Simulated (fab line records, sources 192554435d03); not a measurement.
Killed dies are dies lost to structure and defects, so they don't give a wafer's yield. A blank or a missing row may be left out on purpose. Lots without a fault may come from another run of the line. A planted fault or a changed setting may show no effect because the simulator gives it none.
Split-lot experiment | flow n5_finfet | 7 lots, 21 wafers read, on a route of 1938 steps

THE SPLIT
At N5_GATE_CUT_EXPOSE_10 (exposes mask GATE CUT, target cd 20 nm), the setting dose_mj was moved away from the recipe's 43.25 on 9 of the 21 wafers read, by -6.6% to +5.6%. The other wafers ran this setting at the recipe's value.

FROM THE SPLIT TO THE READING: what the file shows between them, 2 steps
- N5_GATE_CUT_PEB_11: peb time 60 s
- N5_GATE_CUT_DEVELOP_12: develop time 30 s

THE READING
cd_nm, in nm, at N5_GATE_CUT_CD_MEAS_13 (target cd 20 nm). Fault-free wafers of this fab line usually give 20.01 nm, standard deviation 0.28 nm.

wafer  | tool, chamber at the split | dose_mj as run | against the recipe | cd_nm, nm | against lot-mates on the recipe
L077.1 | euv_scanner-01, 0          | 40.6           | -6.1%              | 18.39     | -1.99
L077.5 | euv_scanner-01, 0          | 43.25          | recipe             | 20.53     | -
L077.6 | euv_scanner-01, 0          | 43.25          | recipe             | 20.23     | -
L084.2 | euv_scanner-02, 0          | 45.67          | +5.6%              | 20.92     | no lot-mate on the recipe
L084.5 | euv_scanner-02, 0          | 45.67          | +5.6%              | 21.20     | no lot-mate on the recipe
L084.6 | euv_scanner-02, 0          | 45.67          | +5.6%              | 20.92     | no lot-mate on the recipe
L086.2 | euv_scanner-02, 0          | 43.25          | recipe             | 19.69     | -
L086.5 | euv_scanner-02, 0          | 43.25          | recipe             | 20.21     | -
L086.6 | euv_scanner-02, 0          | 43.25          | recipe             | 20.18     | -
L087.1 | euv_scanner-02, 0          | 40.41          | -6.6%              | 18.64     | -1.84
L087.3 | euv_scanner-02, 0          | 40.41          | -6.6%              | 18.35     | -2.13
L087.4 | euv_scanner-02, 0          | 43.25          | recipe             | 20.48     | -
L090.1 | euv_scanner-02, 0          | 43.25          | recipe             | 19.54     | -
L090.3 | euv_scanner-02, 0          | 43.25          | recipe             | 19.64     | -
L090.4 | euv_scanner-02, 0          | 43.25          | recipe             | 19.83     | -
L094.2 | euv_scanner-02, 0          | 43.25          | recipe             | 19.26     | -
L094.4 | euv_scanner-02, 0          | 41.19          | -4.8%              | 18.95     | -0.50
L094.5 | euv_scanner-02, 0          | 43.25          | recipe             | 19.64     | -
L096.2 | euv_scanner-01, 0          | 43.25          | recipe             | 20.59     | -
L096.5 | euv_scanner-01, 0          | 42.12          | -2.6%              | 19.57     | -1.02
L096.6 | euv_scanner-01, 0          | 42.12          | -2.6%              | 19.43     | -1.16

THE FIT
A straight line over all 21 wafers: cd_nm changes by +0.211 nm for each +1% of dose_mj; r = +0.91; the points scatter about the line by 0.35 nm.
The same after taking each lot's own level away (the mean of its wafers on the recipe; 18 wafers): +0.287 nm for each +1%; r = +0.93; scatter 0.3 nm.
On that fit, the largest move of dose_mj shifts the reading by 1.9 nm.
The lots' own levels span 19.450 to 20.590 nm, that is 4.1 times the standard deviation above.
So the lot-to-lot level changes the slope: the two fits differ.
Check: with one of the wafers moved furthest among these (-6.6%) left out of the fit, the line predicts -1.92 nm for it against its lot-mates. It came out at -1.84 nm against them.

OTHER SPLITS ON THESE WAFERS
These wafers also went through other splits before the reading. Each is held against what the fit with the lots' levels taken away leaves over:
other split on the same wafers     | wafers away from the commonest value | r with cd_nm (lot level and that fit taken away)
N5_DUMMY_GATE_COAT_28 spin_rpm     | 9                                    | +0.08
N5_SD_EPI_N_ETCH_45 target_depth_a | 12                                   | -0.38
N5_HKMG_FIN_HK_ALD_01 ald_cycles   | 7                                    | +0.08

THE WHOLE CHAIN: every reading that the file lists as answering this split, in the file's order
step                   | what it does                                                | reading                                                         | change (the file's fit)               | r (the file's)
N5_GATE_CUT_CD_MEAS_13 | target cd 20 nm                                             | cd_nm                                                           | +0.277 nm for each +1% of the setting | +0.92
N5_GATE_CUT_DESCUM_18  | chemistry O2, time 7 s                                      | GATE_CUT.cd_nm (the simulator's own value, which no gauge read) | +0.271 nm for each +1% of the setting | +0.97
N5_GATE_CUT_ETCH_28    | etches underlayer in N2/H2, target depth 13 nm, time 10.4 s | GATE_CUT.cd_nm (the simulator's own value, which no gauge read) | +0.278 nm for each +1% of the setting | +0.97
N5_GATE_CUT_ETCH_47    | etches SiO2 in Cl2/BCl3, target depth 10 nm                 | GATE_CUT.cd_nm (the simulator's own value, which no gauge read) | +0.255 nm for each +1% of the setting | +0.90

THE FILE'S OWN FIT
cd_nm changes by +0.277 nm for each +1% of dose_mj, r = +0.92.
